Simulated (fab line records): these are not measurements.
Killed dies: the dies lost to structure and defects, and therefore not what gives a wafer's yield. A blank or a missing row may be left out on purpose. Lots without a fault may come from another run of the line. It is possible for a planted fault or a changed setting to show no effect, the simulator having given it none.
fab line records | flow n5-finfet
record: lots: 11 | wafers: 32 | last-day: 17
route steps=1938 shown BEOL_M9@1460 BEOL_M10@1471
lots with no fault: from the same line, run without faults
start-h: hours from the record's opening day to when the first of the lot's shown wafers began | wait-h: time in hours since the lot's previous step | " as in the row above | L1.1+2: a row that stands for several wafers | - value missing, or start not given | * or withheld: withheld | < > ~ a bound
route shown NAME@n: a module of which the file shows steps, and the number in the route of the first | usual: mean/standard deviation of fault-free wafers | same: alike in all rows | chamber/n: place in a boat | sites: readings site by site | _std_site: how widely they spread, as a standard deviation | _edge_site: mean of outer sites minus mean of inner sites | radius-mm: for every site, how far away it sits from the centre of the wafer | mask NAME#n: copy n | behind: tool/chamber where the wafer was last shaped | hold: reason for holding the lot/hours on hold/outcome of the hold | device: whichever transistor did not switch (one of n, p or np) | end of line: the route-end tests of the same wafers | for a step that has no rows: nothing shown but its recipe | killed: dies that structure and defects cost at the first sort, which is not the same as the wafer's yield | map: a wafer's dies, x killed, . not, _ none there
set.NAME: the setting that was run; set.NAME@STEP: the one run at that earlier step | model.NAME: the simulator's own value behind a step, which no gauge read
steps of the route over a sample of lots; a table a step, a row a wafer
services: a tool's chamber out of use, with start hour (start-h, from the record's first day; less than 0 if before it), hours out, and reason
== steps ==
step: N5_BEOL_M9_CVD_78
recipe: material: Co | target-thk-a: 20 | temp-c: withheld | precursor: CCTBA/H2 | pressure-torr: 30 | time-s: 138.9
usual: run-length-s: 161.7/0.57
lot.wafer | tool      | chamber | start-h | wait-h | run-length-s
L611.4    | cvd-co-01 | 0       | 195.27  | 0.1    | 162.7
L611.5    | "         | 1       | "       | "      | 161.5
L611.6    | "         | 2       | "       | "      | 161.9
L612.2    | cvd-co-02 | 0       | 215.87  | 0.0    | 161.0
L612.3    | "         | 1       | "       | "      | 161.4
L612.4    | "         | 2       | "       | "      | 161.3
L614.2    | cvd-co-02 | 1       | 219.63  | 0.0    | 161.5
L614.4    | "         | 2       | "       | "      | 161.7
L614.5    | "         | 0       | "       | "      | 161.3
L613.1    | cvd-co-01 | 0       | 221.57  | 0.1    | 162.6
L613.3    | "         | 2       | "       | "      | 161.7
L613.4    | "         | 1       | "       | "      | 162.2
L615.1    | cvd-co-02 | 2       | 231.92  | 0.0    | 162.0
L615.2    | "         | 1       | "       | "      | 162.2
L615.4    | "         | 2       | "       | "      | 161.5
L617.1    | cvd-co-02 | 2       | 239.94  | 0.3    | 161.4
L617.5    | "         | 2       | "       | "      | 161.5
L617.6    | "         | 1       | "       | "      | 162.6
L616.2    | cvd-co-02 | 0       | 242.63  | 0.2    | 160.9
L616.3    | "         | 1       | "       | "      | 162.1
L616.5    | "         | 0       | "       | "      | 161.2
L618.2    | cvd-co-01 | 1       | 245.57  | 0.3    | 161.8
L618.3    | "         | 0       | "       | "      | 162.5
L618.5    | "         | 1       | "       | "      | 161.8
L623.1    | cvd-co-02 | 0       | 294.85  | 0.1    | 159.5
L623.3    | "         | 2       | "       | "      | 161.1
L623.4    | "         | 2       | "       | "      | 161.6
L629.1    | cvd-co-01 | 0       | 318.01  | 0.1    | 162.8
L629.6    | "         | 0       | "       | "      | 162.7
L633.1    | cvd-co-01 | 2       | 353.05  | 0.0    | 161.8
L633.2    | "         | 0       | "       | "      | 163.5
L633.6    | "         | 1       | "       | "      | 161.9
step: N5_BEOL_M9_ANNEAL_51
recipe: temp-c: 225 | time-s: 90 | ambient: N2
usual: wafer_temp_C_max: 225.73/0.22
lot.wafer | tool          | chamber | start-h | wait-h | wafer_temp_C_max
L611.4    | rtp-anneal-02 | 0       | 195.87  | 0.3    | 225.89
L611.5    | "             | 0       | "       | "      | 225.50
L611.6    | "             | 0       | "       | "      | 225.53
L612.2    | rtp-anneal-01 | 0       | 216.40  | 0.1    | 225.42
L612.3    | "             | 0       | "       | "      | 225.63
L612.4    | "             | 0       | "       | "      | 225.56
L614.2    | rtp-anneal-02 | 0       | 220.33  | 0.4    | 225.86
L614.4    | "             | 0       | "       | "      | 225.74
L614.5    | "             | 0       | "       | "      | 225.82
L613.1    | rtp-anneal-01 | 0       | 222.24  | 0.2    | 225.61
L613.3    | "             | 0       | "       | "      | 225.61
L613.4    | "             | 0       | "       | "      | 225.50
L615.1    | rtp-anneal-01 | 0       | 232.26  | 0.1    | 225.37
L615.2    | "             | 0       | "       | "      | 225.58
L615.4    | "             | 0       | "       | "      | 225.91
L617.1    | rtp-anneal-02 | 0       | 241.44  | 0.1    | 225.78
L617.5    | "             | 0       | "       | "      | 225.95
L617.6    | "             | 0       | "       | "      | 225.71
L616.2    | rtp-anneal-01 | 0       | 243.03  | 0.1    | 225.76
L616.3    | "             | 0       | "       | "      | 225.75
L616.5    | "             | 0       | "       | "      | 225.55
L618.2    | rtp-anneal-01 | 0       | 246.43  | 0.5    | 225.66
L618.3    | "             | 0       | "       | "      | 225.45
L618.5    | "             | 0       | "       | "      | 225.38
L623.1    | rtp-anneal-02 | 0       | 295.24  | 0.1    | 225.88
L623.3    | "             | 0       | "       | "      | 225.65
L623.4    | "             | 0       | "       | "      | 225.86
L629.1    | rtp-anneal-01 | 0       | 318.56  | 0.3    | 225.68
L629.6    | "             | 0       | "       | "      | 225.74
L633.1    | rtp-anneal-02 | 0       | 353.45  | 0.1    | 225.58
L633.2    | "             | 0       | "       | "      | 225.66
L633.6    | "             | 0       | "       | "      | 225.60
step: N5_BEOL_M9_INSPECT_58
recipe: inspect-instrument: darkfield | mode: post-dep
usual: raw-defect-count: 71/24
lot.wafer | tool              | chamber | start-h | wait-h | raw-defect-count
L611.4    | defect-inspect-02 | -       | 196.49  | 0.0    | 77
L611.5    | "                 | -       | "       | "      | 61
L611.6    | "                 | -       | "       | "      | 64
L612.2    | defect-inspect-01 | -       | 217.12  | 0.0    | 75
L612.3    | "                 | -       | "       | "      | 115
L612.4    | "                 | -       | "       | "      | 94
L614.2    | defect-inspect-01 | -       | 221.07  | 0.0    | 73
L614.4    | "                 | -       | "       | "      | 51
L614.5    | "                 | -       | "       | "      | 67
L613.1    | defect-inspect-01 | -       | 223.01  | 0.0    | 78
L613.3    | "                 | -       | "       | "      | 54
L613.4    | "                 | -       | "       | "      | 81
L615.1    | defect-inspect-02 | -       | 233.02  | 0.0    | 40
L615.2    | "                 | -       | "       | "      | 65
L615.4    | "                 | -       | "       | "      | 37
L617.1    | defect-inspect-02 | -       | 242.19  | 0.0    | 69
L617.5    | "                 | -       | "       | "      | 75
L617.6    | "                 | -       | "       | "      | 46
L616.2    | defect-inspect-02 | -       | 243.74  | 0.0    | 82
L616.3    | "                 | -       | "       | "      | 63
L616.5    | "                 | -       | "       | "      | 52
L618.2    | defect-inspect-02 | -       | 247.14  | 0.0    | 77
L618.3    | "                 | -       | "       | "      | 57
L618.5    | "                 | -       | "       | "      | 84
L623.1    | defect-inspect-01 | -       | 295.99  | 0.0    | 122
L623.3    | "                 | -       | "       | "      | 86
L623.4    | "                 | -       | "       | "      | 59
L629.1    | defect-inspect-01 | -       | 319.31  | 0.0    | 83
L629.6    | "                 | -       | "       | "      | 89
L633.1    | defect-inspect-01 | -       | 354.20  | 0.0    | 84
L633.2    | "                 | -       | "       | "      | 56
L633.6    | "                 | -       | "       | "      | 106
step: N5_BEOL_M10_CURE_71
recipe: temp-c: 385 | time-s: 240 | ambient: He/Ar | material: SiCOH_lowk
usual: lamp-power-pct: 52.31/0.059 | wafer_temp_C_max: 386.5/0.53
lot.wafer | tool       | chamber | start-h | wait-h | lamp-power-pct | wafer_temp_C_max
L611.4    | uv-cure-03 | 1       | 196.84  | 0.3    | 52.34          | 387.1
L611.5    | "          | 1       | "       | "      | 52.53          | 387.2
L611.6    | "          | 1       | "       | "      | 52.33          | 387.5
L612.2    | uv-cure-02 | 1       | 217.32  | 0.1    | 52.23          | 386.1
L612.3    | "          | 1       | "       | "      | 52.33          | 386.5
L612.4    | "          | 1       | "       | "      | 52.24          | 386.3
L614.2    | uv-cure-01 | 1       | 221.29  | 0.2    | 52.21          | 385.8
L614.4    | "          | 1       | "       | "      | 52.25          | 386.1
L614.5    | "          | 1       | "       | "      | 52.29          | 386.2
L613.1    | uv-cure-02 | 0       | 223.13  | 0.0    | 52.29          | 386.2
L613.3    | "          | 0       | "       | "      | 52.26          | 386.3
L613.4    | "          | 0       | "       | "      | 52.28          | 386.4
L615.1    | uv-cure-01 | 2       | 233.13  | 0.0    | 52.33          | 387.8
L615.2    | "          | 2       | "       | "      | 52.40          | 387.2
L615.4    | "          | 2       | "       | "      | 52.22          | 387.3
L617.1    | uv-cure-02 | 2       | 242.31  | 0.0    | 52.32          | 386.4
L617.5    | "          | 2       | "       | "      | 52.39          | 386.0
L617.6    | "          | 2       | "       | "      | 52.28          | 386.1
L616.2    | uv-cure-01 | 1       | 243.93  | 0.1    | 52.32          | 385.6
L616.3    | "          | 1       | "       | "      | 52.36          | 386.2
L616.5    | "          | 1       | "       | "      | 52.25          | 385.6
L618.2    | uv-cure-02 | 1       | 247.33  | 0.1    | 52.37          | 386.3
L618.3    | "          | 1       | "       | "      | 52.25          | 386.4
L618.5    | "          | 1       | "       | "      | 52.31          | 386.2
L623.1    | uv-cure-02 | 0       | 296.19  | 0.1    | 52.31          | 386.2
L623.3    | "          | 0       | "       | "      | 52.32          | 386.1
L623.4    | "          | 0       | "       | "      | 52.24          | 386.2
L629.1    | uv-cure-02 | 0       | 319.43  | 0.0    | 52.35          | 385.8
L629.6    | "          | 0       | "       | "      | 52.35          | 386.0
L633.1    | uv-cure-03 | 0       | 354.32  | 0.0    | 52.37          | 386.7
L633.2    | "          | 0       | "       | "      | 52.28          | 386.4
L633.6    | "          | 0       | "       | "      | 52.37          | 386.1
== services ==
tool       | chamber | start-h | hours | kind
uv-cure-01 | -       | 171.95  | 1.5   | repair
uv-cure-03 | -       | 322.08  | 8.3   | repair
cvd-co-02  | 1       | 333.84  | -     | clean
cvd-co-02  | 1       | 333.84  | 22.0  | scheduled-down
cvd-co-02  | 1       | 333.84  | 22.0  | vent-cycle
cvd-co-01  | 1       | 334.55  | 6.0   | repair
cvd-co-01  | 0       | 354.38  | 13.4  | repair
== key ==
first-sign: step: N5_BEOL_M9_CVD_78 | reading: run-length-s | direction: down | sigmas: 3.9 | usual: * | struck: *
effect none on later readings
met-at N5_BEOL_M9_CVD_78
struck-lots L623
struck-wafers L623.1
not-acting-at N5_BEOL_M9_ANNEAL_51,N5_BEOL_M9_INSPECT_58,N5_BEOL_M10_CURE_71
onset-between 242.63 294.85
fault: kind: process-parameter-drift | tool: cvd-co-02 | chamber: - | onset-h: 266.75 | steps: N5_BEOL_M9_CVD_78 | channel: time-s | offset: * | shape: step | end-h: 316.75 | scope: struck-wafers-only | acts-in: * | stated: *
